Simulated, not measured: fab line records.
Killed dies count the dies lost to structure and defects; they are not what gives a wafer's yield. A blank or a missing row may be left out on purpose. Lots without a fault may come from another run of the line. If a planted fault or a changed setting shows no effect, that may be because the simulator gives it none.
One fault seen from 2 desks / flow n5-finfet / each desk holds nothing but its own numbers, with what lay behind them at the end

METROLOGY DESK
What the gauges read for every lot (on any tool): the sampled wafers with a number, averaged. If a lot's mean is further than 4 standard deviations from the usual mean, the lot is out of limits and carries the mark OUT (the distance appears in the brackets).
Columns: A = cd-nm at N5_BEOL_M11_CD_MEAS_28, usual 69.8 nm
lot=L573; first seen here=day 10 19:45; A=69.9
lot=L572; first seen here=day 10 22:59; A=69.9
lot=L571; first seen here=day 11 03:40; A=69.0
lot=L576; first seen here=day 11 15:32; A=70.4
lot=L579; first seen here=day 12 12:37; A=69.9
lot=L585; first seen here=day 14 01:33; A=63.5 (-6.7) OUT
lot=L587; first seen here=day 14 16:04; A=70.8
lot=L588; first seen here=day 15 01:08; A=69.2
lot=L589; first seen here=day 15 15:43; A=64.3 (-5.9) OUT
lot=L590; first seen here=day 15 15:53; A=69.3
This desk finds L585, L589 out of limits, L585 being first, at day 14 01:33 (cd-nm at N5_BEOL_M11_CD_MEAS_28). In limits: L573, L572, L571, L576, L579, L587, L588, L590.

AT THE TOOL OWNER'S DESK: arfi-scanner-02
The tool's own readings at N5_BEOL_M11_EXPOSE_25 (exposes mask V10): means of the sampled wafers that have a number, for each lot that ran on this tool. If a lot's mean is further than 4 standard deviations from the usual mean, the lot is out of limits and carries the mark OUT (the distance appears in the brackets).
Columns: A = exposure-dose-mJ-cm2 at N5_BEOL_M11_EXPOSE_25, usual 85.45
lot=L573; first seen here=day 10 19:38; A=85.53
lot=L576; first seen here=day 11 15:23; A=85.58
lot=L579; first seen here=day 12 12:29; A=85.48
lot=L585; first seen here=day 14 01:26; A=79.37 (-61) OUT
lot=L589; first seen here=day 15 15:35; A=80.66 (-48) OUT
This desk finds L585, L589 out of limits, L585 being first, at day 14 01:26 (exposure-dose-mJ-cm2 at N5_BEOL_M11_EXPOSE_25). In limits: L573, L576, L579.

PUT TOGETHER
The tool owner's desk could have raised an alarm at day 14 01:26, on L585, L589.
An alarm was possible from the metrology desk at day 14 01:33, on L585, L589.
Every lot named ran N5_BEOL_M11_EXPOSE_25 on arfi-scanner-02.

WHAT WAS PUT IN BY THE SIMULATOR
Process parameter drift: arfi-scanner-02, from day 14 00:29 on, at N5_BEOL_M11_EXPOSE_25. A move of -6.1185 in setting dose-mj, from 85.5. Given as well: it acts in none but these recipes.
Struck lots among those shown: L585, L589.
Delay (hours) between the fault's onset and each desk's first out-of-limits reading: 1 at the tool owner's desk, 1 at the metrology desk.
